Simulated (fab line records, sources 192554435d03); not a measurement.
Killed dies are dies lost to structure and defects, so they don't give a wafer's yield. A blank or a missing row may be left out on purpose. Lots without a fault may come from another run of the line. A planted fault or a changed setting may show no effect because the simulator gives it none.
fab line records | flow n5_finfet
record lots=10 wafers=30 last_day=17
route steps=1938 shown DUMMY_REMOVAL@382 BEOL_M4@1089 PASSIVATION@1936
lots that met no fault: from a run of the same line without faults
start_h: hours from the record's first day to the start of the lot's first wafer shown | wait_h: hours since the lot's step before | " the same as in the row above | L1.1+2: a row that stands for several wafers | - no value, or no start given | * or withheld: withheld | < > ~ a bound
route shown NAME@n: a module of which the file shows steps, and the number in the route of the first | usual: mean/standard deviation of fault-free wafers | same: alike in all rows | chamber/n: place in a boat | sites: the reading at each site | _std_site: their standard deviation | _edge_site: outer sites' mean less inner sites' | radius_mm: how far each site lies from the wafer's centre | mask NAME#n: copy n | behind: the tool/chamber that last shaped the wafer | hold: why the lot was held/for how many hours/how that ended | device: the transistor (n, p or np) that didn't switch | end of line: the same wafers' tests at the end of the route | a step without rows: its recipe alone | killed: dies lost to structure and defects at the first sort, not the wafer's yield | map: a wafer's dies, x killed, . not, _ none there
set.NAME: the setting as run; set.NAME@STEP: as run at that earlier step | model.NAME: the simulator's own value behind a step, which no gauge read
steps of the route over a sample of lots; a table a step, a row a wafer
services: from which hour (start_h, from the record's first day; less than 0 if before it) a tool's chamber was out of use, for how many hours, and why
## steps
# step N5_DUMMY_REMOVAL_PRECLEAN_08
# recipe chemistry=NF3:NH3 afs_cycles=2 temp_c=30 time_s=20 sublimation_temp_c=180 sublimation_time_s=60 pressure_torr=3 rf_power_w=30
# same sublimation_time_s=60
# columns lot.wafer tool chamber start_h wait_h
L102.1+3+6 remote_plasma-02 0 71.66 0.0
L103.1+3+6 remote_plasma-02 0 82.16 0.0
L104.1+4+6 remote_plasma-02 0 82.34 0.1
L105.2+3+5 remote_plasma-01 0 90.12 0.1
L117.2+5+6 remote_plasma-01 1 161.89 0.1
L118.1+3+4 remote_plasma-02 0 166.78 0.0
L119.1+2+6 remote_plasma-02 1 171.71 0.0
L120.1+2+4 remote_plasma-02 0 179.92 0.0
L122.3+4+5 remote_plasma-02 0 194.96 0.1
L124.1+2+5 remote_plasma-02 0 203.42 0.0
# step N5_BEOL_M4_ANNEAL_82
# recipe temp_c=400 time_s=240 ambient=vacuum
# usual heater_power_w=915/120
# columns lot.wafer tool chamber start_h wait_h heater_power_w
L102.1 pvd_sputter-01 - 156.83 0.0 996
L102.3 " - " " 1050
L102.6 " - " " 1061
L104.1 pvd_sputter-01 - 165.67 0.0 840
L104.4 " - " " 1033
L104.6 " - " " 914
L103.1 pvd_sputter-03 - 168.60 0.0 969
L103.3 " - " " 673
L103.6 " - " " 968
L105.2 pvd_sputter-03 - 190.12 0.0 672
L105.3 " - " " 739
L105.5 " - " " 673
L117.2 pvd_sputter-02 - 259.59 0.0 764
L117.5 " - " " 1104
L117.6 " - " " 761
L118.1 pvd_sputter-03 - 260.17 0.0 939
L118.3 " - " " 783
L118.4 " - " " 971
L119.1 pvd_sputter-02 - 261.74 0.0 891
L119.2 " - " " 926
L119.6 " - " " 894
L120.1 pvd_sputter-02 - 264.95 0.0 773
L120.2 " - " " 1142
L120.4 " - " " 915
L122.3 pvd_sputter-03 - 280.53 0.0 788
L122.4 " - " " 950
L122.5 " - " " 933
L124.1 pvd_sputter-01 - 304.53 0.0 892
L124.2 " - " " 1055
L124.5 " - " " 1004
# step N5_BEOL_M4_SPUTTER_86
# recipe material=Cu target_thk_a=45 temp_c=-20 chamber_pressure_pa=0.07 power_w=withheld time_s=8.29
# usual throttle_valve_pct=30.3/1.1
# columns lot.wafer tool chamber start_h wait_h throttle_valve_pct
L102.1 pvd_sputter-01 - 156.97 0.1 31.4
L102.3 " - " " 31.1
L102.6 " - " " 31.1
L104.1 pvd_sputter-01 - 165.81 0.1 30.9
L104.4 " - " " 31.7
L104.6 " - " " 29.7
L103.1 pvd_sputter-03 - 168.74 0.1 32.0
L103.3 " - " " 30.2
L103.6 " - " " 29.0
L105.2 pvd_sputter-03 - 190.26 0.1 30.2
L105.3 " - " " 28.3
L105.5 " - " " 30.4
L117.2 pvd_sputter-02 - 259.73 0.1 30.3
L117.5 " - " " 29.0
L117.6 " - " " 30.5
L118.1 pvd_sputter-03 - 260.31 0.1 31.6
L118.3 " - " " 28.4
L118.4 " - " " 29.2
L119.1 pvd_sputter-02 - 261.88 0.1 30.0
L119.2 " - " " 31.7
L119.6 " - " " 29.9
L120.1 pvd_sputter-02 - 265.09 0.1 30.2
L120.2 " - " " 29.3
L120.4 " - " " 31.5
L122.3 pvd_sputter-03 - 280.67 0.1 28.7
L122.4 " - " " 29.2
L122.5 " - " " 29.3
L124.1 pvd_sputter-01 - 304.67 0.1 29.7
L124.2 " - " " 30.7
L124.5 " - " " 31.3
# step N5_BEOL_M4_ANNEAL_91
# recipe temp_c=400 time_s=240 ambient=vacuum
# usual heater_power_w=916/120
# columns lot.wafer tool chamber start_h wait_h heater_power_w
L102.1 pvd_sputter-01 - 157.49 0.0 1039
L102.3 " - " " 1042
L102.6 " - " " 1036
L104.1 pvd_sputter-01 - 166.33 0.0 857
L104.4 " - " " 1019
L104.6 " - " " 899
L103.1 pvd_sputter-03 - 169.26 0.0 945
L103.3 " - " " 692
L103.6 " - " " 962
L105.2 pvd_sputter-03 - 190.78 0.0 696
L105.3 " - " " 799
L105.5 " - " " 691
L117.2 pvd_sputter-02 - 260.25 0.0 778
L117.5 " - " " 1124
L117.6 " - " " 773
L118.1 pvd_sputter-03 - 260.83 0.0 945
L118.3 " - " " 766
L118.4 " - " " 956
L119.1 pvd_sputter-02 - 262.40 0.0 881
L119.2 " - " " 902
L119.6 " - " " 898
L120.1 pvd_sputter-02 - 265.61 0.0 783
L120.2 " - " " 1134
L120.4 " - " " 916
L122.3 pvd_sputter-03 - 281.19 0.0 776
L122.4 " - " " 974
L122.5 " - " " 962
L124.1 pvd_sputter-01 - 305.19 0.0 880
L124.2 " - " " 1063
L124.5 " - " " 1026
# step N5_BEOL_M4_RC_MEAS_101
# usual DIBL_N=35.8/1.8 DIBL_P=35.6/2 EOT_N=10.54/0.1 EOT_P=10.50/0.095 IGATE_N=0.0124/0.002 IGATE_P=0.0037/0.00058 IOFF_N=0.148/0.028 IOFF_P=0.20/0.034 IOFF_P_LIN=0.096/0.014 ION_N=672/12 ION_P=462/8.5 SS_N=71.2/0.65 SS_P=73.1/0.67 VT_N=251/3.3 VT_P=-251/3.8
# columns lot.wafer tool chamber start_h wait_h DIBL_N[mV/V] DIBL_P[mV/V] EOT_N EOT_P IGATE_N[nA/um] IGATE_P[nA/um] IOFF_N[nA/um] IOFF_P[nA/um] IOFF_P_LIN[nA/um] ION_N[uA/um] ION_P[uA/um] SS_N[mV/dec] SS_P[mV/dec] VT_N[mV] VT_P[mV]
L102.1 prober-02 0 159.17 0.0 34.6 35.2 10.51 10.36 0.0118 0.0035 0.150 0.16 0.076 674 449 71.1 72.6 252 -258
L102.3 " 0 " " 32.9 34.3 10.73 10.61 0.0109 0.0032 0.119 0.15 0.073 660 454 70.7 72.5 253 -257
L102.6 " 0 " " 34.0 36.4 10.73 10.49 0.0098 0.0029 0.145 0.17 0.081 677 459 71.5 73.4 251 -255
L104.1 prober-01 0 168.26 0.0 35.3 35.9 10.56 10.32 0.0158 0.0047 0.161 0.22 0.106 685 471 71.8 73.3 252 -248
L104.4 " 0 " " 37.6 38.3 11.63 11.63 0.0037 0.0011 0.202 0.26 0.127 661 453 71.9 73.8 247 -245
L104.6 " 0 " " 38.4 38.7 11.72 11.63 0.0040 0.0012 0.209 0.28 0.134 668 462 73.0 73.2 249 -245
L103.1 prober-01 0 170.97 0.0 37.7 38.6 10.47 10.50 0.0123 0.0036 0.156 0.22 0.105 647 451 72.1 73.9 252 -247
L103.3 " 0 " " 36.9 36.7 10.65 10.64 0.0097 0.0028 0.151 0.20 0.100 672 461 70.9 72.5 252 -248
L103.6 " 0 " " 39.9 41.0 11.68 11.61 0.0036 0.0011 0.192 0.28 0.136 660 454 71.0 74.3 247 -245
L105.2 prober-01 0 192.61 0.2 36.3 34.1 10.56 10.51 0.0125 0.0037 0.138 0.20 0.101 662 464 71.5 73.2 253 -248
L105.3 " 0 " " 36.9 34.5 10.65 10.46 0.0119 0.0034 0.141 0.21 0.104 675 469 70.9 73.8 253 -248
L105.5 " 0 " " 38.3 36.7 10.68 10.58 0.0110 0.0033 0.175 0.24 0.115 677 468 71.1 73.7 247 -248
L117.2 prober-02 0 262.13 0.2 32.9 33.5 10.50 10.45 0.0112 0.0034 0.126 0.21 0.104 676 472 70.3 73.4 251 -248
L117.5 " 0 " " 35.7 35.7 10.39 10.46 0.0135 0.0041 0.171 0.24 0.113 688 475 71.7 74.5 247 -245
L117.6 " 0 " " 34.3 34.1 10.47 10.58 0.0113 0.0034 0.139 0.22 0.108 684 471 71.1 73.3 252 -244
L118.1 prober-01 0 262.51 0.0 37.7 38.3 10.62 10.64 0.0117 0.0035 0.189 0.22 0.100 685 463 71.8 74.0 249 -252
L118.3 " 0 " " 34.0 33.9 10.55 10.62 0.0117 0.0035 0.121 0.17 0.084 668 460 71.3 72.1 255 -254
L118.4 " 0 " " 33.2 32.5 10.60 10.48 0.0117 0.0035 0.106 0.14 0.073 656 452 70.4 72.6 255 -257
L119.1 prober-02 0 264.20 0.0 38.4 39.2 10.62 10.45 0.0110 0.0032 0.153 0.18 0.082 669 448 71.5 74.0 255 -254
L119.2 " 0 " " 32.6 32.9 10.67 10.52 0.0102 0.0030 0.076 0.12 0.062 626 430 70.0 71.7 266 -260
L119.6 " 0 " " 36.1 37.3 10.50 10.43 0.0129 0.0037 0.117 0.16 0.076 662 449 70.3 73.5 259 -257
L120.1 prober-01 0 267.31 0.0 38.5 39.8 10.63 10.50 0.0128 0.0039 0.191 0.25 0.111 679 463 72.1 73.7 248 -248
L120.2 " 0 " " 35.8 34.5 10.49 10.40 0.0131 0.0039 0.137 0.17 0.083 663 454 71.6 73.0 252 -252
L120.4 " 0 " " 35.6 36.1 10.43 10.41 0.0158 0.0048 0.146 0.18 0.086 683 466 71.5 73.1 251 -255
L122.3 prober-02 0 283.24 0.3 36.4 33.2 10.51 10.46 0.0132 0.0038 0.145 0.16 0.081 671 454 71.8 73.0 253 -257
L122.4 " 0 " " 39.3 36.0 10.44 10.62 0.0122 0.0035 0.208 0.19 0.092 659 443 72.7 73.9 249 -253
L122.5 " 0 " " 37.4 35.8 10.47 10.43 0.0164 0.0047 0.170 0.20 0.094 685 459 71.3 73.8 249 -250
L124.1 prober-02 0 306.87 0.0 35.8 35.0 10.48 10.61 0.0120 0.0035 0.147 0.19 0.095 677 463 71.3 72.4 250 -248
L124.2 " 0 " " 38.4 37.4 10.57 10.67 0.0110 0.0032 0.197 0.24 0.113 691 478 71.6 72.5 246 -247
L124.5 " 0 " " 35.3 33.1 10.50 10.49 0.0153 0.0044 0.138 0.18 0.091 682 464 71.0 71.9 254 -250
# step N5_PASSIVATION_PROBE_49
# usual defect_limited_yield=91.3/1.5 killed_at_M0_to_M3=34/11 killed_at_M4_up=14/6.1 killed_at_contacts=12/5.9 killed_at_front_end=39/11 killed_at_other=4/3.3 killed_dies=102/18 killed_open=67/13 killed_short=33/7.9 sort_bin_5_function=5.1/1 sort_bin_6_memory=3.3/0.7 sort_bin_8_speed=0.1/0.69 sort_n_pass=1077/19 sort_yield_pct=91.3/1.6
# same gross_dies=1180 killed_at_back_side=0 sort_bin_4_leakage[%]=0
# columns lot.wafer tool chamber start_h wait_h defect_limited_yield[%] killed_at_M0_to_M3 killed_at_M4_up killed_at_contacts killed_at_front_end killed_at_other killed_dies killed_open killed_short sort_bin_5_function[%] sort_bin_6_memory[%] sort_bin_8_speed[%] sort_n_pass sort_yield_pct[%]
L103.1 prober-01 - 264.82 0.0 93.3 24 11 7 31 6 79 49 29 3.7 2.7 0 1101 93.3
L103.3 prober-01 - 264.92 0.1 92.2 38 11 7 33 3 92 63 28 4.6 3.0 0 1088 92.2
L103.6 prober-01 - 265.07 0.3 90.6 55 8 3 39 6 111 67 40 5.8 3.1 0 1069 90.6
L105.2 prober-02 - 289.01 0.1 92.6 32 19 9 27 0 87 58 28 4.1 3.2 0 1093 92.6
L105.3 prober-02 - 289.06 0.1 90.4 41 8 8 56 0 113 70 41 5.7 3.5 0 1067 90.4
L105.5 prober-02 - 289.16 0.2 90.4 51 9 9 34 10 113 78 35 5.0 4.3 0 1067 90.4
L117.2 prober-01 - 360.56 0.1 93.2 21 4 11 43 1 80 52 26 3.4 3.1 0 1100 93.2
L117.5 prober-01 - 360.71 0.2 92.6 30 5 13 37 2 87 66 16 4.7 2.3 0 1093 92.6
L117.6 prober-01 - 360.76 0.3 91.9 32 13 24 24 3 96 65 28 4.3 3.5 0 1084 91.9
L120.1 prober-02 - 373.43 0.0 92.4 33 14 8 32 3 90 57 32 4.4 3.1 0 1090 92.4
L120.2 prober-02 - 373.48 0.1 93.5 20 10 17 30 0 77 47 20 3.4 2.3 0 1103 93.5
L120.4 prober-02 - 373.58 0.2 92.4 35 11 5 37 2 90 59 29 4.4 3.1 0 1090 92.4
L118.1 prober-02 - 376.29 0.0 88.8 15 30 33 45 9 132 83 42 7.0 3.5 0 1048 88.8
L118.3 prober-02 - 376.39 0.1 90.2 18 29 17 45 7 116 83 27 5.8 3.3 0 1064 90.2
L118.4 prober-02 - 376.44 0.2 89.5 46 15 6 56 1 124 83 38 6.9 3.3 0 1056 89.5
L122.3 prober-02 - 386.02 0.1 92.5 19 25 16 25 4 89 61 28 4.5 2.7 0 1091 92.5
L122.4 prober-02 - 386.07 0.2 91.6 29 11 27 30 2 99 77 22 5.1 3.1 0 1081 91.6
L122.5 prober-02 - 386.12 0.2 91.0 32 20 30 23 1 106 69 36 5.7 3.0 0 1074 91.0
# killed by level:class
L103.1 BEOL_M1:geometric_particle:open=6 FIN_SAQP:geometric_particle:short=5 ILD0:geometric_particle:short=5 MOL_CONTACT_COAG:geometric_particle:open=5 BEOL_M2:geometric_particle:open=5 DUMMY_GATE:geometric_particle:open=4 BEOL_M0_SAQP:geometric_particle:short=4 BEOL_M4:geometric_particle:open=4
L103.3 BEOL_M1:geometric_particle:open=10 BEOL_M0_SAQP:geometric_particle:open=9 FIN_SAQP:geometric_particle:short=7 BEOL_M2:geometric_particle:open=7 GATE_CUT:geometric_particle:open=5 STI_FIN_REVEAL:geometric_particle:open=4 DUMMY_GATE:geometric_particle:open=4 MOL_CONTACT_COAG:geometric_particle:open=4
L103.6 BEOL_M1:geometric_particle:open=15 BEOL_M0_SAQP:geometric_particle:open=13 BEOL_M0_SAQP:geometric_particle:short=12 BEOL_M2:geometric_particle:open=10 FIN_SAQP:geometric_particle:short=6 DUMMY_GATE:geometric_particle:open=6 STI_FIN_REVEAL:geometric_particle:short=4 STARTING-WAFER:geometric_particle:short=4
L105.2 BEOL_M0_SAQP:geometric_particle:short=8 BEOL_M4:geometric_particle:open=8 MOL_CONTACT_COAG:geometric_particle:open=7 BEOL_M0_SAQP:geometric_particle:open=7 BEOL_M2:geometric_particle:open=7 BEOL_M3:geometric_particle:open=7 FIN_SAQP:geometric_particle:open=6 STI_FIN_REVEAL:geometric_particle:open=5
L105.3 STI_FIN_REVEAL:geometric_particle:open=21 BEOL_M0_SAQP:geometric_particle:short=13 BEOL_M3:geometric_particle:open=11 BEOL_M0_SAQP:geometric_particle:open=9 FIN_SAQP:geometric_particle:open=8 STI_FIN_REVEAL:geometric_particle:short=7 MOL_CONTACT_COAG:geometric_particle:open=6 FIN_SAQP:geometric_particle:short=5
L105.5 BEOL_M3:geometric_particle:open=16 BEOL_M0_SAQP:geometric_particle:open=10 FIN_SAQP:geometric_particle:open=8 MOL_CONTACT_COAG:geometric_particle:open=8 BEOL_M0_SAQP:geometric_particle:short=8 STI_FIN_REVEAL:geometric_particle:open=7 BEOL_M0:geometric_particle:open=5 FIN_SAQP:geometric_particle:short=4
L117.2 DUMMY_GATE:geometric_particle:open=9 MOL_CONTACT_COAG:geometric_particle:open=9 STI_FIN_REVEAL:geometric_particle:open=7 BEOL_M3:geometric_particle:open=7 GATE_CUT:geometric_particle:short=6 GATE_CUT:geometric_particle:open=5 FIN_SAQP:geometric_particle:short=4 DUMMY_GATE:geometric_particle:short=3
L117.5 BEOL_M3:geometric_particle:open=13 MOL_CONTACT_COAG:geometric_particle:open=11 DUMMY_GATE:geometric_particle:open=10 BEOL_M0_SAQP:geometric_particle:open=6 STI_FIN_REVEAL:geometric_particle:open=5 GATE_CUT:geometric_particle:short=5 FIN_SAQP:geometric_particle:open=4 GATE_CUT:geometric_particle:open=4
L117.6 MOL_CONTACT_COAG:geometric_particle:open=20 BEOL_M3:geometric_particle:open=14 STI_FIN_REVEAL:geometric_particle:open=6 BEOL_M4:geometric_particle:open=5 DUMMY_GATE:geometric_particle:open=4 MOL_CONTACT_COAG:geometric_particle:short=4 BEOL_M4:geometric_particle:short=4 GATE_CUT:geometric_particle:short=3
L120.1 BEOL_M0_SAQP:geometric_particle:short=12 FIN_SAQP:geometric_particle:short=9 MOL_CONTACT_COAG:geometric_particle:open=8 BEOL_M3:geometric_particle:open=8 FIN_SAQP:geometric_particle:open=7 BEOL_M0_SAQP:geometric_particle:open=7 STI_FIN_REVEAL:geometric_particle:open=6 BEOL_M4:geometric_particle:open=4
L120.2 MOL_CONTACT_COAG:geometric_particle:open=11 FIN_SAQP:geometric_particle:open=7 BEOL_M4:geometric_particle:open=7 HKMG_FIN:area_etch=6 MOL_CONTACT_COAG:geometric_particle:short=5 BEOL_M0_SAQP:geometric_particle:short=5 FIN_SAQP:geometric_particle:short=4 BEOL_M0_SAQP:geometric_particle:open=4
L120.4 FIN_SAQP:geometric_particle:open=17 BEOL_M0_SAQP:geometric_particle:open=9 FIN_SAQP:geometric_particle:short=8 BEOL_M3:geometric_particle:open=7 BEOL_M0:geometric_particle:open=6 BEOL_M4:geometric_particle:open=6 MOL_CONTACT_COAG:geometric_particle:open=5 BEOL_M0_SAQP:geometric_particle:short=5
L118.1 MOL_CONTACT_COAG:geometric_particle:open=23 MOL_CONTACT_COAG:geometric_particle:short=10 BEOL_M4:geometric_particle:open=10 FIN_SAQP:geometric_particle:short=9 STI_FIN_REVEAL:geometric_particle:open=9 DUMMY_GATE:geometric_particle:open=8 BEOL_M2:geometric_particle:open=7 FIN_SAQP:geometric_particle:open=6
L118.3 MOL_CONTACT_COAG:geometric_particle:open=15 BEOL_M4:geometric_particle:open=14 FIN_SAQP:geometric_particle:open=13 STI_FIN_REVEAL:geometric_particle:open=6 BEOL_M3:geometric_particle:open=6 DUMMY_GATE:geometric_particle:open=5 BEOL_M4:geometric_particle:short=4 FIN_SAQP:geometric_particle:short=3
L118.4 STI_FIN_REVEAL:geometric_particle:open=23 BEOL_M2:geometric_particle:open=11 STI_FIN_REVEAL:geometric_particle:short=9 BEOL_M3:geometric_particle:open=9 FIN_SAQP:geometric_particle:short=8 BEOL_M4:geometric_particle:open=8 FIN_SAQP:geometric_particle:open=6 BEOL_M0_SAQP:geometric_particle:open=6
L122.3 BEOL_M4:geometric_particle:open=15 MOL_CONTACT_COAG:geometric_particle:open=11 FIN_SAQP:geometric_particle:open=7 BEOL_M3:geometric_particle:open=7 FIN_SAQP:geometric_particle:short=5 MOL_CONTACT_COAG:geometric_particle:short=5 BEOL_M0_SAQP:geometric_particle:open=3 BEOL_M1:geometric_particle:open=3
L122.4 MOL_CONTACT_COAG:geometric_particle:open=23 FIN_SAQP:geometric_particle:open=14 BEOL_M1:geometric_particle:open=10 BEOL_M0_SAQP:geometric_particle:open=8 BEOL_M4:geometric_particle:open=7 MOL_CONTACT_COAG:geometric_particle:short=4 BEOL_M0_SAQP:geometric_particle:short=4 DUMMY_GATE:geometric_particle:open=3
L122.5 MOL_CONTACT_COAG:geometric_particle:open=21 MOL_CONTACT_COAG:geometric_particle:short=9 BEOL_M3:geometric_particle:open=8 BEOL_M4:geometric_particle:open=8 FIN_SAQP:geometric_particle:short=6 BEOL_M2:geometric_particle:open=6 BEOL_M0:geometric_particle:open=5 FIN_SAQP:geometric_particle:open=4
## services
# columns tool chamber start_h hours kind
pvd_sputter-03 - 55.67 2.4 repair
pvd_sputter-01 - 290.79 0.8 repair
pvd_sputter-01 - 294.87 7.9 repair
## key
first_sign step=N5_BEOL_M4_RC_MEAS_101 reading=EOT_P direction=up sigmas=12 usual=10.50 struck=11.62
effect step=N5_BEOL_M4_RC_MEAS_101 reading=EOT_N direction=up sigmas=11 usual=10.54 struck=11.68
effect step=N5_BEOL_M4_RC_MEAS_101 reading=IGATE_P direction=down sigmas=4.4 usual=0.0037 struck=0.0011
effect step=N5_BEOL_M4_RC_MEAS_101 reading=IGATE_N direction=down sigmas=4.4 usual=0.0124 struck=0.0038
effect step=N5_BEOL_M4_RC_MEAS_101 reading=IOFF_P_LIN direction=up sigmas=2.6 usual=0.096 struck=0.132
effect step=N5_BEOL_M4_RC_MEAS_101 reading=IOFF_P direction=up sigmas=2.2 usual=0.20 struck=0.27
met_at N5_DUMMY_REMOVAL_PRECLEAN_08
struck_lots L103,L104
struck_wafers L103.6,L104.4,L104.6
not_acting_at N5_BEOL_M4_ANNEAL_82,N5_BEOL_M4_SPUTTER_86,N5_BEOL_M4_ANNEAL_91
fault kind=process_parameter_drift tool=remote_plasma-02 chamber=- onset_h=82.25 steps=N5_DUMMY_REMOVAL_PRECLEAN_08 channel=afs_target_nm offset=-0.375 shape=step end_h=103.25 scope=struck_wafers_only acts_in=these_recipes_only stated=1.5
